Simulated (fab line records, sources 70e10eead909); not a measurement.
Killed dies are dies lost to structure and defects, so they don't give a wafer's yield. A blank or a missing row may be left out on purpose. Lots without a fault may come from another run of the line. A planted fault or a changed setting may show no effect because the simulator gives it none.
Chamber matching | flow nand_harc | NHARC_A_STAIRCASE_DESCUM_312 on rie_diel-11: 4 sister chambers
The step chemistry O2, time 3 s. 4 wafers are shown with their chamber, then 10 later ones without.

WAFERS WITH THEIR CHAMBER
wafer  | chamber | showerhead_plenum_p_Torr (Torr)
L088.1 | 0       | 2.07
L088.6 | 3       | 1.87
L095.1 | 1       | 1.93
L095.4 | 2       | 1.84

WAFERS WITHOUT THEIR CHAMBER
wafer  | showerhead_plenum_p_Torr (Torr)
L095.5 | 1.84
L095.2 | 1.86
L095.3 | 2.06
L095.6 | 1.93
L096.1 | 2.06
L096.4 | 1.83
L096.6 | 1.86
L096.2 | 1.86
L096.3 | 1.93
L096.5 | 1.83

WHICH CHAMBER EACH WENT THROUGH
wafer  | from the rows above     | in truth
L095.5 | 2                       | 2
L095.2 | can't be placed: 3 or 2 | 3
L095.3 | 0                       | 0
L095.6 | 1                       | 1
L096.1 | 0                       | 0
L096.4 | 2                       | 2
L096.6 | can't be placed: 3 or 2 | 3
L096.2 | can't be placed: 3 or 2 | 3
L096.3 | 1                       | 1
L096.5 | 2                       | 2
Placed correctly: 7 of 10. Can't be placed from these rows: 3 (the true chamber is among the candidates in 3). Placed wrongly: 0.
How it was worked out, from the rows above alone: a wafer's distance from a chamber is the root of the sum, over the readings, of the square of ((its reading less the chamber's mean) divided by the reading's scatter). The wafer belongs to the nearest chamber; if the next one is less than 2 further off, it can't be placed. A chamber's mean is the mean of its shown wafers. The scatter: with one shown wafer a chamber, the root of the mean of the squares of how far each hidden wafer lies from its nearest shown one.
